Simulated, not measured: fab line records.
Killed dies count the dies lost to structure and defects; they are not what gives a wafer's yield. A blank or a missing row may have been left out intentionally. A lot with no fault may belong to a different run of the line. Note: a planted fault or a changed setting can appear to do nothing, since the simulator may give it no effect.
What tool caused it? / flow nand_harc / 13 lots, 37 wafers sampled, at 6 steps of a route of 1302

## WHAT THE GAUGES SHOWED, per wafer
NHARC_A_ONON_D2_THK_MEAS_21: measures by ellipsometry.
lot=L229; measured=day 13 04:15; on=film_metro-02; thk_nm (nm)=1006 1006 1008
lot=L232; measured=day 13 21:17; on=film_metro-01; thk_nm (nm)=998 998 996
lot=L234; measured=day 14 21:27; on=film_metro-01; thk_nm (nm)=994 996 997
lot=L235; measured=day 15 05:52; on=film_metro-02; thk_nm (nm)=991 992 991
lot=L236; measured=day 15 14:22; on=film_metro-01; thk_nm (nm)=991 991 990
lot=L237; measured=day 16 08:14; on=film_metro-01; thk_nm (nm)=1001 1000 1002
lot=L238; measured=day 16 08:23; on=film_metro-01; thk_nm (nm)=999 999 1000
lot=L239; measured=day 17 08:49; on=film_metro-01; thk_nm (nm)=1006 1003 1005
lot=L246; measured=day 19 21:47; on=film_metro-02; thk_nm (nm)=993 993
lot=L247; measured=day 20 15:34; on=film_metro-01; thk_nm (nm)=1000 999
lot=L250; measured=day 21 06:56; on=film_metro-02; thk_nm (nm)=1015 1014 1014
lot=L251; measured=day 21 12:29; on=film_metro-01; thk_nm (nm)=1005 1004 1003
lot=L252; measured=day 22 22:58; on=film_metro-01; thk_nm (nm)=1013 1011 1013

NHARC_A_ONON_D2_THK_MEAS_24: measures by ellipsometry.
lot=L229; measured=day 13 04:49; on=film_metro-02; thk_nm (nm)=1013 1014 1014
lot=L232; measured=day 13 21:52; on=film_metro-01; thk_nm (nm)=1005 1003 1006
lot=L234; measured=day 14 22:01; on=film_metro-01; thk_nm (nm)=1000 998 997
lot=L235; measured=day 15 06:26; on=film_metro-01; thk_nm (nm)=1000 1001 999
lot=L236; measured=day 15 14:56; on=film_metro-02; thk_nm (nm)=1002 1001 1003
lot=L237; measured=day 16 08:49; on=film_metro-02; thk_nm (nm)=1001 1001 1002
lot=L238; measured=day 16 09:04; on=film_metro-01; thk_nm (nm)=1010 1008 1009
lot=L239; measured=day 17 09:23; on=film_metro-01; thk_nm (nm)=991 991 989
lot=L246; measured=day 19 22:20; on=film_metro-01; thk_nm (nm)=985 528
lot=L247; measured=day 20 16:10; on=film_metro-02; thk_nm (nm)=1008 550
lot=L250; measured=day 21 07:30; on=film_metro-02; thk_nm (nm)=1006 1006 1006
lot=L251; measured=day 21 13:03; on=film_metro-02; thk_nm (nm)=1008 1009 1008
lot=L252; measured=day 22 23:32; on=film_metro-02; thk_nm (nm)=1008 1006 1010

NHARC_END_SORT_01.
lot=L246; measured=day 31 01:12; on=prober-02; killed_at_array=40 673; killed_at_other=0 0; killed_at_periphery=8 4; killed_dies=48 677; killed_open=3 4; killed_short=2 5
lot=L247; measured=day 32 20:59; on=prober-02; killed_at_array=44 674; killed_at_other=0 0; killed_at_periphery=2 3; killed_dies=46 677; killed_open=3 2; killed_short=1 2

## WHAT TOOL EACH LOT RAN ON (gives the tool, then ch and the chambers of the sampled wafers, and finally the start)
lot=L229; NHARC_A_DECK1_JOINT_ETCHBACK_07=rie_si-02 ch 1,2,3, day 10 23:52; NHARC_A_DECK1_JOINT_CMP_02=cmp-03 ch 0,1,2, day 12 15:29; NHARC_A_ONON_D2_DEP_22=pecvd_onon-04 ch 0, day 13 04:19
lot=L232; NHARC_A_DECK1_JOINT_ETCHBACK_07=rie_si-04 ch 2,3, day 12 00:14; NHARC_A_DECK1_JOINT_CMP_02=cmp-03 ch 0,1,3, day 13 09:52; NHARC_A_ONON_D2_DEP_22=pecvd_onon-02 ch 0, day 13 21:21
lot=L234; NHARC_A_DECK1_JOINT_ETCHBACK_07=rie_si-05 ch 0,1,3, day 13 03:41; NHARC_A_DECK1_JOINT_CMP_02=cmp-02 ch 0,1,2, day 14 10:01; NHARC_A_ONON_D2_DEP_22=pecvd_onon-04 ch 0, day 14 21:34
lot=L235; NHARC_A_DECK1_JOINT_ETCHBACK_07=rie_si-05 ch 0,2, day 13 08:43; NHARC_A_DECK1_JOINT_CMP_02=cmp-03 ch 0,3, day 14 16:47; NHARC_A_ONON_D2_DEP_22=pecvd_onon-04 ch 0, day 15 05:56
lot=L236; NHARC_A_DECK1_JOINT_ETCHBACK_07=rie_si-05 ch 1,3, day 13 15:28; NHARC_A_DECK1_JOINT_CMP_02=cmp-03 ch 0,1, day 15 02:53; NHARC_A_ONON_D2_DEP_22=pecvd_onon-04 ch 0, day 15 14:26
lot=L237; NHARC_A_DECK1_JOINT_ETCHBACK_07=rie_si-02 ch 0,2,3, day 14 10:12; NHARC_A_DECK1_JOINT_CMP_02=cmp-04 ch 0,1,3, day 15 20:04; NHARC_A_ONON_D2_DEP_22=pecvd_onon-04 ch 0, day 16 08:17
lot=L238; NHARC_A_DECK1_JOINT_ETCHBACK_07=rie_si-04 ch 0,1,2, day 14 10:13; NHARC_A_DECK1_JOINT_CMP_02=cmp-03 ch 0,1, day 15 20:02; NHARC_A_ONON_D2_DEP_22=pecvd_onon-03 ch 0, day 16 08:34
lot=L239; NHARC_A_DECK1_JOINT_ETCHBACK_07=rie_si-04 ch 0,1,3, day 15 02:46; NHARC_A_DECK1_JOINT_CMP_02=cmp-04 ch 1,2, day 16 20:26; NHARC_A_ONON_D2_DEP_22=pecvd_onon-02 ch 0, day 17 08:55
lot=L246; NHARC_A_DECK1_JOINT_ETCHBACK_07=rie_si-04 ch 0,1, day 17 17:22; NHARC_A_DECK1_JOINT_CMP_02=cmp-02 ch 0,1, day 19 08:12; NHARC_A_ONON_D2_DEP_22=pecvd_onon-04 ch 0, day 19 21:50
lot=L247; NHARC_A_DECK1_JOINT_ETCHBACK_07=rie_si-02 ch 0,2, day 18 19:31; NHARC_A_DECK1_JOINT_CMP_02=cmp-04 ch 1,3, day 20 04:00; NHARC_A_ONON_D2_DEP_22=pecvd_onon-04 ch 0, day 20 15:37
lot=L250; NHARC_A_DECK1_JOINT_ETCHBACK_07=rie_si-05 ch 0,3, day 19 12:56; NHARC_A_DECK1_JOINT_CMP_02=cmp-04 ch 1,2, day 20 19:09; NHARC_A_ONON_D2_DEP_22=pecvd_onon-03 ch 0, day 21 06:59
lot=L251; NHARC_A_DECK1_JOINT_ETCHBACK_07=rie_si-02 ch 0,3, day 19 17:56; NHARC_A_DECK1_JOINT_CMP_02=cmp-02 ch 0,1,3, day 21 00:40; NHARC_A_ONON_D2_DEP_22=pecvd_onon-03 ch 0, day 21 12:32
lot=L252; NHARC_A_DECK1_JOINT_ETCHBACK_07=rie_si-04 ch 1,2,3, day 20 21:29; NHARC_A_DECK1_JOINT_CMP_02=cmp-02 ch 0,1,3, day 22 10:37; NHARC_A_ONON_D2_DEP_22=pecvd_onon-03 ch 0, day 22 23:01
- NHARC_A_DECK1_JOINT_ETCHBACK_07: etches the open film in HBr, target depth 105 nm, time 26.9 s.
- NHARC_A_DECK1_JOINT_CMP_02: polishes SiOx.
- NHARC_A_ONON_D2_DEP_22: target thk 1000 nm.

## AS READ BY THE TOOLS THEMSELVES (means over the sampled wafers that have a number; for cases with no such wafer, the mark the record gives instead)
NHARC_A_DECK1_JOINT_ETCHBACK_07.
lot=L229; tool=rie_si-02; drypump_motor_current_A (A)=5.9; oes_product_au (a.u.)=1.002; throttle_valve_pct (%)=23.261
lot=L232; tool=rie_si-04; drypump_motor_current_A (A)=5.5; oes_product_au (a.u.)=0.990; throttle_valve_pct (%)=23.263
lot=L234; tool=rie_si-05; drypump_motor_current_A (A)=6.0; oes_product_au (a.u.)=0.998; throttle_valve_pct (%)=23.267
lot=L235; tool=rie_si-05; drypump_motor_current_A (A)=6.2; oes_product_au (a.u.)=1.002; throttle_valve_pct (%)=23.266
lot=L236; tool=rie_si-05; drypump_motor_current_A (A)=5.7; oes_product_au (a.u.)=0.999; throttle_valve_pct (%)=23.265
lot=L237; tool=rie_si-02; drypump_motor_current_A (A)=6.0; oes_product_au (a.u.)=0.996; throttle_valve_pct (%)=23.273
lot=L238; tool=rie_si-04; drypump_motor_current_A (A)=5.3; oes_product_au (a.u.)=1.002; throttle_valve_pct (%)=23.269
lot=L239; tool=rie_si-04; drypump_motor_current_A (A)=5.6; oes_product_au (a.u.)=0.996; throttle_valve_pct (%)=23.261
lot=L246; tool=rie_si-04; drypump_motor_current_A (A)=5.5; oes_product_au (a.u.)=0.995; throttle_valve_pct (%)=23.273
lot=L247; tool=rie_si-02; drypump_motor_current_A (A)=5.9; oes_product_au (a.u.)=1.012; throttle_valve_pct (%)=23.259
lot=L250; tool=rie_si-05; drypump_motor_current_A (A)=5.6; oes_product_au (a.u.)=0.996; throttle_valve_pct (%)=23.264
lot=L251; tool=rie_si-02; drypump_motor_current_A (A)=6.2; oes_product_au (a.u.)=1.003; throttle_valve_pct (%)=23.266
lot=L252; tool=rie_si-04; drypump_motor_current_A (A)=5.4; oes_product_au (a.u.)=1.007; throttle_valve_pct (%)=23.259

NHARC_A_DECK1_JOINT_CMP_02.
lot=L229; tool=cmp-03; motor_current_A (A)=12.2
lot=L232; tool=cmp-03; motor_current_A (A)=12.4
lot=L234; tool=cmp-02; motor_current_A (A)=11.8
lot=L235; tool=cmp-03; motor_current_A (A)=11.2
lot=L236; tool=cmp-03; motor_current_A (A)=13.0
lot=L237; tool=cmp-04; motor_current_A (A)=13.0
lot=L238; tool=cmp-03; motor_current_A (A)=13.5
lot=L239; tool=cmp-04; motor_current_A (A)=12.8
lot=L246; tool=cmp-02; motor_current_A (A)=12.4
lot=L247; tool=cmp-04; motor_current_A (A)=13.4
lot=L250; tool=cmp-04; motor_current_A (A)=12.9
lot=L251; tool=cmp-02; motor_current_A (A)=12.2
lot=L252; tool=cmp-02; motor_current_A (A)=11.6

NHARC_A_ONON_D2_DEP_22.
lot=L229; tool=pecvd_onon-04; nh3_flow_sccm (sccm)=500.1
lot=L232; tool=pecvd_onon-02; nh3_flow_sccm (sccm)=500.8
lot=L234; tool=pecvd_onon-04; nh3_flow_sccm (sccm)=498.5
lot=L235; tool=pecvd_onon-04; nh3_flow_sccm (sccm)=500.8
lot=L236; tool=pecvd_onon-04; nh3_flow_sccm (sccm)=499.3
lot=L237; tool=pecvd_onon-04; nh3_flow_sccm (sccm)=501.7
lot=L238; tool=pecvd_onon-03; nh3_flow_sccm (sccm)=500.4
lot=L239; tool=pecvd_onon-02; nh3_flow_sccm (sccm)=499.7
lot=L246; tool=pecvd_onon-04; nh3_flow_sccm (sccm)=501.4
lot=L247; tool=pecvd_onon-04; nh3_flow_sccm (sccm)=499.3
lot=L250; tool=pecvd_onon-03; nh3_flow_sccm (sccm)=498.4
lot=L251; tool=pecvd_onon-03; nh3_flow_sccm (sccm)=500.1
lot=L252; tool=pecvd_onon-03; nh3_flow_sccm (sccm)=500.9

## THE ANSWER, worked out from the rows above alone
Rule: what is usual is taken from the lots themselves. Put in order of their means at a reading, lots are off if they are a third of the lots or fewer, leave a main group of 4 or more, and stand apart from it by a gap of 3 or more times the standard deviation of the main group's means; of several such gaps the widest counts. A main group whose means are all the same, to the digits that the tables above print for the reading, isn't used. A lot without any number at a reading at which 4 lots or more have one is off too. Where the step has rows for the other lots, those lots are counted as sound. First the gauges in route order, then the tools' own readings, where a lot's mean is used as printed above. At the first step where some lot is off, the reading lying furthest off is the one used; lots without a number count as furthest.
Off at NHARC_A_ONON_D2_THK_MEAS_24 (thk_nm): L246, L247. The main group has a mean of 1004 nm with a standard deviation of 6.1.
A tool fits if, at a process step before that reading, it ran every lot that is off, and no sound lot after the first of them. Gauges at NHARC_A_ONON_D2_THK_MEAS_24: tried the same way as those tools. One fits: NHARC_A_ONON_D2_DEP_22 on pecvd_onon-04. A fault onset in the window from L237 (day 16 08:17, its last sound lot) to L246 (day 19 21:50, its first lot off) fits.

## WHAT THE SIMULATOR HAD PUT IN
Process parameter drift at NHARC_A_ONON_D2_DEP_22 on pecvd_onon-04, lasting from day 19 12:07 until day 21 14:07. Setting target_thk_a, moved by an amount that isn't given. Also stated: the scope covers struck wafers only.
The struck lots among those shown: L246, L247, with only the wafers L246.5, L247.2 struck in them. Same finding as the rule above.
